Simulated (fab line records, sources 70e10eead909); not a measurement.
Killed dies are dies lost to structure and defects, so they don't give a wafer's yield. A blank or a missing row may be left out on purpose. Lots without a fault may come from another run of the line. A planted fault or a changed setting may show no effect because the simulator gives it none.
Which tool did it? | flow nand_harc | 12 lots, 36 wafers sampled, at 5 steps of a route of 1302

WHAT THE GAUGES READ, wafer by wafer
NHARC_A_BLC_CD_MEAS_10: target cd 100 nm. Usual: cd_nm 99.9 nm, standard deviation 0.45.
lot  | measured     | on        | cd_nm (nm)        | flag
L675 | day 22 06:17 | cd_sem-01 | 99.1 99.5 99.1    |
L676 | day 23 05:14 | cd_sem-02 | 100.1 100.2 99.7  |
L677 | day 23 08:54 | cd_sem-02 | 100.5 99.9 100.2  |
L679 | day 23 21:10 | cd_sem-03 | 100.6 100.3 100.6 |
L681 | day 24 20:55 | cd_sem-01 | 100.0 99.8 99.5   |
L682 | day 25 11:48 | cd_sem-02 | 100.0 99.9 100.4  |
L685 | day 26 17:25 | cd_sem-01 | 100.2 99.9 100.0  |
L686 | day 26 20:08 | cd_sem-01 | 100.4 100.5 100.9 |
L687 | day 27 10:19 | cd_sem-02 | 99.6 99.3 99.8    |
L689 | day 28 02:55 | cd_sem-03 | 100.5 100.2 100.0 |
L692 | day 30 15:04 | cd_sem-03 | 100.0 100.5 100.9 |
L695 | day 31 00:28 | cd_sem-03 | 99.8 99.8 99.9    |

NHARC_END_SORT_01. Usual: killed_at_array 50, standard deviation 14; killed_at_other 0.9, standard deviation 1; killed_at_periphery 3.9, standard deviation 2.5; killed_dies 55, standard deviation 15; killed_open 3.5, standard deviation 1.9; killed_short 2.5, standard deviation 1.7.
lot  | measured     | on        | killed_at_array | killed_at_other | killed_at_periphery | killed_dies | killed_open | killed_short | flag
L675 | day 24 02:50 | prober-02 | 41 54 56        | 1 0 1           | 3 7 2               | 45 61 59    | 4 5 4       | 1 1 5        |
L676 | day 24 23:26 | prober-02 | 47 51 53        | 0 0 0           | 4 3 4               | 51 54 57    | 4 4 3       | 1 3 3        |
L677 | day 25 07:10 | prober-01 | 50 46 44        | 1 0 1           | 1 4 3               | 52 50 48    | 1 4 1       | 1 1 1        |
L679 | day 25 16:31 | prober-02 | 45 46 51        | 0 1 1           | 3 2 8               | 48 49 60    | 4 4 6       | 3 1 5        |
L681 | day 26 17:28 | prober-02 | 56 66 66        | 1 1 1           | 2 1 1               | 59 68 68    | 1 1 0       | 3 0 0        |
L682 | day 27 07:17 | prober-01 | 71 47 69        | 1 0 1           | 5 8 13              | 77 55 83    | 3 4 2       | 2 4 0        |
L685 | day 28 17:17 | prober-01 | 69 38 45        | 3 1 0           | 1 4 2               | 73 43 47    | 6 4 2       | 2 1 2        |
L686 | day 28 15:40 | prober-02 | 43 35 25        | 1 1 2           | 1 3 2               | 45 39 29    | 5 4 1       | 2 3 2        |
L687 | day 29 07:17 | prober-01 | 47 45 47        | 0 0 0           | 5 11 8              | 52 56 55    | 2 5 5       | 2 4 2        |
L689 | day 29 22:16 | prober-01 | 56 66 66        | 0 0 2           | 6 6 9               | 62 72 77    | 5 10 3      | 2 0 6        |
L692 | day 32 10:03 | prober-02 | 47 48 65        | 1 0 0           | 8 2 6               | 56 50 71    | 5 1 7       | 1 1 2        |
L695 | day 33 02:43 | prober-01 | 57 54 50        | 1 3 3           | 10 4 4              | 68 61 57    | 5 3 3       | 9 2 2        |

WHICH TOOL RAN EACH LOT (tool, then ch and the chambers of the sampled wafers, then the start)
lot  | NHARC_A_CONTACT_ETCH_98                       | NHARC_A_BLC_SOFTBAKE_05           | NHARC_A_BLC_ETCH_16
L675 | rie_diel-01 ch 0,1,2, day 22 05:00 or earlier | litho_track-06 ch 0, day 22 05:00 | rie_diel-11 ch 0,3, day 22 06:34
L676 | rie_diel-01 ch 1,2,3, day 23 04:00 or earlier | litho_track-04 ch 0, day 23 04:00 | rie_diel-08 ch 0,2,3, day 23 05:31
L677 | rie_diel-01 ch 1,3, day 23 05:46              | litho_track-01 ch 0, day 23 08:00 | rie_diel-11 ch 1,2,3, day 23 09:11
L679 | rie_diel-01 ch 2,3, day 23 20:00 or earlier   | litho_track-01 ch 0, day 23 20:00 | rie_diel-11 ch 0,3, day 23 21:26
L681 | rie_diel-01 ch 0,3, day 24 20:00 or earlier   | litho_track-01 ch 0, day 24 20:00 | rie_diel-11 ch 0,1, day 24 21:10
L682 | rie_diel-01 ch 0,1,3, day 25 11:00 or earlier | litho_track-01 ch 0, day 25 11:00 | rie_diel-08 ch 0,1, day 25 12:04
L685 | rie_diel-01 ch 0,3, day 26 16:00 or earlier   | litho_track-04 ch 0, day 26 16:00 | rie_diel-08 ch 1,2,3, day 26 17:41
L686 | rie_diel-01 ch 0,1, day 26 19:00 or earlier   | litho_track-04 ch 0, day 26 19:00 | rie_diel-11 ch 0,1, day 26 20:25
L687 | rie_diel-05 ch 0,2,3, day 27 10:00 or earlier | litho_track-04 ch 0, day 27 10:00 | rie_diel-08 ch 0,2, day 27 10:37
L689 | rie_diel-07 ch 0,2,3, day 28 02:00 or earlier | litho_track-06 ch 0, day 28 02:00 | rie_diel-08 ch 0,1,3, day 28 03:11
L692 | rie_diel-01 ch 0,2,3, day 30 14:00 or earlier | litho_track-01 ch 0, day 30 14:00 | rie_diel-08 ch 0,2,3, day 30 15:20
L695 | rie_diel-01 ch 0,1,2, day 31 00:00 or earlier | litho_track-01 ch 0, day 31 00:00 | rie_diel-11 ch 0,1,3, day 31 00:44
- NHARC_A_CONTACT_ETCH_98: etches the open film in C4F6/O2, target depth 20 nm, time 10 s.
- NHARC_A_BLC_SOFTBAKE_05: time 55 s.
- NHARC_A_BLC_ETCH_16: etches the open film in CF4, target depth 39 nm, time 65 s.

WHAT THE TOOLS THEMSELVES READ (means of the sampled wafers that have a number; where no wafer has one, the mark that the record gives instead)
NHARC_A_CONTACT_ETCH_98. Usual: drypump_motor_current_A 5.90 A, standard deviation 0.29; mfc_ar_sccm 500.1 sccm, standard deviation 1.4; oes_product_au 0.955 a.u., standard deviation 0.018; rf_vpp_V 547 V, standard deviation 3.2; showerhead_plenum_p_Torr 3.94 Torr, standard deviation 0.15; throttle_valve_pct 26.903 %, standard deviation 0.0091.
lot  | tool        | drypump_motor_current_A (A) | mfc_ar_sccm (sccm) | oes_product_au (a.u.) | rf_vpp_V (V) | showerhead_plenum_p_Torr (Torr) | throttle_valve_pct (%) | flag
L675 | rie_diel-01 | 5.94                        | 500.7              | 0.940                 | 549          | 4.04                            | 26.900                 |
L676 | rie_diel-01 | 5.83                        | 498.8              | 0.948                 | 547          | 3.91                            | 26.893                 |
L677 | rie_diel-01 | 5.81                        | 500.1              | 0.962                 | 549          | 3.98                            | 26.896                 |
L679 | rie_diel-01 | 5.81                        | 500.5              | 0.961                 | 545          | 3.84                            | 26.901                 |
L681 | rie_diel-01 | 5.81                        | 498.0              | 0.998                 | 547          | 3.89                            | 26.902                 |
L682 | rie_diel-01 | 5.87                        | 500.2              | 0.953                 | 548          | 4.00                            | 26.897                 |
L685 | rie_diel-01 | 5.92                        | 498.8              | 0.933                 | 549          | 4.02                            | 26.900                 |
L686 | rie_diel-01 | 5.94                        | 500.8              | 0.936                 | 551          | 4.09                            | 26.895                 |
L687 | rie_diel-05 | 6.24                        | 499.9              | 0.957                 | 546          | 3.91                            | 26.905                 |
L689 | rie_diel-07 | 5.63                        | 500.4              | 0.963                 | 545          | 3.83                            | 26.905                 |
L692 | rie_diel-01 | 5.84                        | 500.2              | 0.947                 | 547          | 3.92                            | 26.901                 |
L695 | rie_diel-01 | 5.93                        | 502.0              | 0.947                 | 550          | 4.02                            | 26.907                 |

NHARC_A_BLC_SOFTBAKE_05. Usual: chill_plate_temp_C 23.05 C, standard deviation 0.096; heater_power_total_W 188.47 W, standard deviation 0.14; plate_temp_C 104.99 C, standard deviation 0.14.
lot  | tool           | chill_plate_temp_C (C) | heater_power_total_W (W) | plate_temp_C (C) | flag
L675 | litho_track-06 | 23.06                  | 188.39                   | 104.96           |
L676 | litho_track-04 | 22.98                  | 188.55                   | 104.97           |
L677 | litho_track-01 | 23.06                  | 188.59                   | 105.11           |
L679 | litho_track-01 | 23.06                  | 188.53                   | 104.70           |
L681 | litho_track-01 | 23.02                  | 188.37                   | 105.04           |
L682 | litho_track-01 | 23.05                  | 188.48                   | 104.99           |
L685 | litho_track-04 | 22.96                  | 188.50                   | 105.09           |
L686 | litho_track-04 | 23.12                  | 188.41                   | 104.74           |
L687 | litho_track-04 | 23.14                  | 188.49                   | 104.94           |
L689 | litho_track-06 | 23.02                  | 188.60                   | 104.89           |
L692 | litho_track-01 | 23.13                  | 186.86                   | 105.06           | OFF
L695 | litho_track-01 | 23.04                  | 186.75                   | 105.12           | OFF

NHARC_A_BLC_ETCH_16. Usual: drypump_motor_current_A 5.7 A, standard deviation 0.4; mfc_ar_sccm 0.006 sccm, standard deviation 0.0088; oes_product_au 1.002 a.u., standard deviation 0.0083; rf_vpp_V 151.0 V, standard deviation 1; showerhead_plenum_p_Torr 1.75 Torr, standard deviation 0.05; throttle_valve_pct 13.283 %, standard deviation 0.0094.
lot  | tool        | drypump_motor_current_A (A) | mfc_ar_sccm (sccm) | oes_product_au (a.u.) | rf_vpp_V (V) | showerhead_plenum_p_Torr (Torr) | throttle_valve_pct (%) | flag
L675 | rie_diel-11 | 6.2                         | 0.022              | 1.003                 | 152.1        | 1.79                            | 13.287                 |
L676 | rie_diel-08 | 5.6                         | 0.005              | 0.997                 | 151.2        | 1.76                            | 13.275                 |
L677 | rie_diel-11 | 5.7                         | 0.006              | 1.001                 | 151.4        | 1.77                            | 13.286                 |
L679 | rie_diel-11 | 6.2                         | 0.022              | 1.002                 | 150.9        | 1.79                            | 13.280                 |
L681 | rie_diel-11 | 6.1                         | 0.016              | 1.004                 | 150.7        | 1.77                            | 13.273                 |
L682 | rie_diel-08 | 5.3                         | 0.000              | 0.998                 | 150.6        | 1.74                            | 13.289                 |
L685 | rie_diel-08 | 5.8                         | 0.005              | 1.009                 | 150.1        | 1.72                            | 13.284                 |
L686 | rie_diel-11 | 5.8                         | 0.008              | 1.002                 | 151.2        | 1.76                            | 13.281                 |
L687 | rie_diel-08 | 5.7                         | 0.011              | 0.994                 | 152.3        | 1.77                            | 13.289                 |
L689 | rie_diel-08 | 5.5                         | 0.000              | 0.991                 | 151.4        | 1.72                            | 13.288                 |
L692 | rie_diel-08 | 5.6                         | 0.005              | 1.003                 | 152.0        | 1.76                            | 13.279                 |
L695 | rie_diel-11 | 5.9                         | 0.014              | 0.994                 | 151.8        | 1.78                            | 13.280                 |

THE ANSWER, worked out from the rows above alone
Rule: a lot is off if the mean of its wafers that have a number lies more than 3 standard deviations from the usual mean. A lot without any number at a reading at which 4 lots or more have one is off too. The other lots that the step has rows for count as sound. The gauges are gone through in route order, then the tools' own readings, and for those a lot's mean is taken as printed above. The first step at which some lot is off is used, and at that step the reading that is off furthest; a lot without a number counts as furthest.
Off: L692, L695, at NHARC_A_BLC_SOFTBAKE_05 (heater_power_total_W).
A tool fits if, at that step or a process step before it, it ran every lot that is off, and no sound lot after the first of them. NHARC_A_CONTACT_ETCH_98 gives no start for some lots, so the hours and the order of its lots are those of NHARC_A_BLC_SOFTBAKE_05. Can't be told from this: 2 tools fit, rie_diel-01 at NHARC_A_CONTACT_ETCH_98, litho_track-01 at NHARC_A_BLC_SOFTBAKE_05.

WHAT THE SIMULATOR HAD PUT IN
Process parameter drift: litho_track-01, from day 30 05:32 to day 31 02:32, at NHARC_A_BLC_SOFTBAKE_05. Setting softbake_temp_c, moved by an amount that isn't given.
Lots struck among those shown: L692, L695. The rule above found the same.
